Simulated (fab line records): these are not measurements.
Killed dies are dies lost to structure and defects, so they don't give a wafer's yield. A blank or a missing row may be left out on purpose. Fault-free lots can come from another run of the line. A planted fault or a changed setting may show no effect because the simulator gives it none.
2 desks, one fault | flow n5Finfet | each desk holds nothing but its own numbers, with what lay behind them at the end

FROM THE METROLOGY DESK
What the gauges read, lot by lot, whatever tool the lot ran on: means of the sampled wafers that have a number. A lot is out of limits, marked OUT, if its mean lies more than 4 standard deviations from the usual mean; the brackets give that distance. Shown here are 7 of its 10 readings, the ones lying furthest out on some lot.
Columns: A = DIBL_N at N5_BEOL_M4_RC_MEAS_101, usual 36.4 mV/V; B = DIBL_P at N5_BEOL_M4_RC_MEAS_101, usual 36.4 mV/V; C = IOFF_N at N5_BEOL_M4_RC_MEAS_101, usual 0.164 nA/um; D = IOFF_P at N5_BEOL_M4_RC_MEAS_101, usual 0.214 nA/um; E = ION_N at N5_BEOL_M4_RC_MEAS_101, usual 675 uA/um; F = SS_N at N5_BEOL_M4_RC_MEAS_101, usual 71.5 mV/dec; G = VT_P at N5_BEOL_M4_RC_MEAS_101, usual -250.1 mV
lot  | first seen here | A    | B    | C     | D     | E   | F    | G
L298 | day 8 11:58     | 36.0 | 37.2 | 0.170 | 0.221 | 685 | 72.0 | -251.8
L310 | day 11 03:47    | 37.1 | 38.8 | 0.187 | 0.239 | 675 | 71.9 | -247.2
L312 | day 12 06:06    | 35.4 | 35.2 | 0.159 | 0.195 | 681 | 70.5 | -250.9
L317 | day 13 03:29    | 34.9 | 34.6 | 0.149 | 0.171 | 673 | 71.7 | -253.5
This desk's finding: nothing out of limits on any of the 4 lots.

TOOL OWNER'S DESK, lithoTrack-01
The tool's own readings at N5_FIN_CUT_COAT_18 (time 60 s, resist thk 230 nm): means of the sampled wafers that have a number, for each lot that ran on this tool. A lot is out of limits, marked OUT, if its mean lies more than 4 standard deviations from the usual mean; the brackets give that distance.
Columns: A = dispensePressureKPa at N5_FIN_CUT_COAT_18, usual 45 kPa; B = heaterPowerTotalW at N5_FIN_CUT_COAT_18, usual 500.4 W; C = spinSpeedRpm at N5_FIN_CUT_COAT_18, usual 1500.1 rpm
lot  | first seen here | A  | B     | C
L298 | day 2 16:27     | 43 | 501.1 | 1500.7
L310 | day 5 14:53     | 42 | 499.3 | 1356.9 (-99 or more) OUT
L312 | day 6 02:46     | 42 | 499.3 | 1357.7 (-99 or more) OUT
This desk finds L310, L312 out of limits, L310 being first, at day 5 14:53 (spinSpeedRpm at N5_FIN_CUT_COAT_18). Within limits: L298.

TAKEN TOGETHER
At day 5 14:53, on L310, L312, the tool owner's desk was in a position to raise an alarm.
Metrology desk: nothing out of limits seen.
The metrology desk holds a record of L310, L312, inside its limits.
Every lot named ran N5_FIN_CUT_COAT_18 on lithoTrack-01.

WHAT THE SIMULATOR HAD PUT IN
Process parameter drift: lithoTrack-01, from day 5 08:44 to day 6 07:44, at N5_FIN_CUT_COAT_18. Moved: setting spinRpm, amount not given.
Lots struck among those shown: L310, L312.
Hours from the fault's start to each desk's first reading out of limits: the tool owner's desk, 6.
